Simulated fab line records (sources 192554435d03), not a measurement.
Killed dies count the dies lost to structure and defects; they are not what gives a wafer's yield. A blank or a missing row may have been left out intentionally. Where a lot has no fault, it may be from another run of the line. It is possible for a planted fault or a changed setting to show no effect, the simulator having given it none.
Struck lot and sound lot, side by side + flow n5Finfet + 15 steps out of a route of 1938
Sound: wafers L622.1, L622.2, L622.4. Struck: wafers L613.1, L613.2, L613.6. Last of all comes the cause.
For every step that has rows: the tool of each side, followed by ch and its chambers, followed by its first start. Under that, the readings that differ: sound wafers + struck wafers + difference of the means + sigmas: that difference in standard deviations of wafers without a fault.
alike: same words and numbers on both sides, and readings whose means sit less than 2 such deviations apart. not compared: any withheld reading, any reading some wafer has no value for, any bound like >300 that may hide the same value, and any number with overlapping values for which the record gives no deviation.
The two part at a step that has a row with sigmas, a row that says differs or no value, or rows on one side only. Non-overlapping numbers with no deviation appear without sigmas and do not part them. Lack of a reading on every wafer of one side parts them only where that side has two or more wafers.

N5_WELL_APT_RTA_34: time 10 s.
  sound on rtpAnneal-01 ch 0, day 5 16:19; struck on rtpAnneal-02 ch 0, day 3 10:29
  alike: lampPowerPct, lamp_zone_2_pct, wafer_temp_C_max
then, 4 steps without rows for these wafers: N5_WELL_APT_OXIDE_STRIP_42 (strips SiO2 in dHF, time 45 s, target depth 12 nm); N5_WELL_APT_PRECLEAN_36 (cleans in O3/DIW, time 45 s); N5_WELL_APT_PRECLEAN_39 (cleans in dHF, time 60 s); N5_WELL_APT_SRD_37 (time 30 s).
N5_WELL_APT_EPI_41: deposits Si from SiH4/H2, target thk 50 nm, time 297.7 s.
  sound on epiRpcvd-04 ch 0, day 5 16:33; struck on epiRpcvd-01 ch 0, day 3 10:43
  alike: throttleValvePct
N5_WELL_APT_INSPECT_38: inspects for defects (darkfield).
  sound on defectInspect-02 at day 5 17:11; struck on defectInspect-01 at day 3 11:22
  alike: rawDefectCount
N5_PMOS_HMC_CHANNEL_EPI_HM_DEP_34: deposits SiO2 from TEOS/O2, target thk 36 nm, time 6.9 s.
  sound on pecvd-03 ch 0,1, day 5 17:13; struck on pecvd-02 ch 0,2, day 3 11:24
  alike: heaterPowerW, showerheadPlenumPTorr, throttleValvePct
then, 4 steps without rows for these wafers: N5_PMOS_HMC_CHANNEL_EPI_COAT_31 (time 60 s, resist thk 66 nm); N5_PMOS_HMC_CHANNEL_EPI_COAT_03 (resist thk 205 nm); N5_PMOS_HMC_CHANNEL_EPI_EBR_05; N5_PMOS_HMC_CHANNEL_EPI_SOFTBAKE_04 (time 60 s).
N5_PMOS_HMC_CHANNEL_EPI_EXPOSE_06: exposes mask PMOS HMC BLK, target cd 240 nm.
  sound on arfiScanner-02 ch 0, day 5 17:23; struck on arfiScanner-03 ch 0, day 3 11:41
| reading           | sound             | struck            | difference | sigmas |
|-------------------|-------------------|-------------------|------------|--------|
| exposureDoseMJCm2 | 40.98 41.00 41.02 | 41.47 41.36 41.37 | +0.40      | +9     |
  alike: mask
then, 1 step without rows for these wafers: N5_PMOS_HMC_CHANNEL_EPI_PEB_07 (peb time 60 s).
N5_PASSIVATION_PROBE_49:
  the record has rows for the sound wafers here (prober-01, day 16 14:46) and none for the struck ones

== WHERE THEY PART ==
Last at N5_PASSIVATION_PROBE_49 as far as this record goes, first at N5_PMOS_HMC_CHANNEL_EPI_EXPOSE_06.

WHY: the cause the simulator had injected
Process parameters drifting: arfiScanner-03 at N5_PMOS_HMC_CHANNEL_EPI_EXPOSE_06, beginning at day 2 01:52. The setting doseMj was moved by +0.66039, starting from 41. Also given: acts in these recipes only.
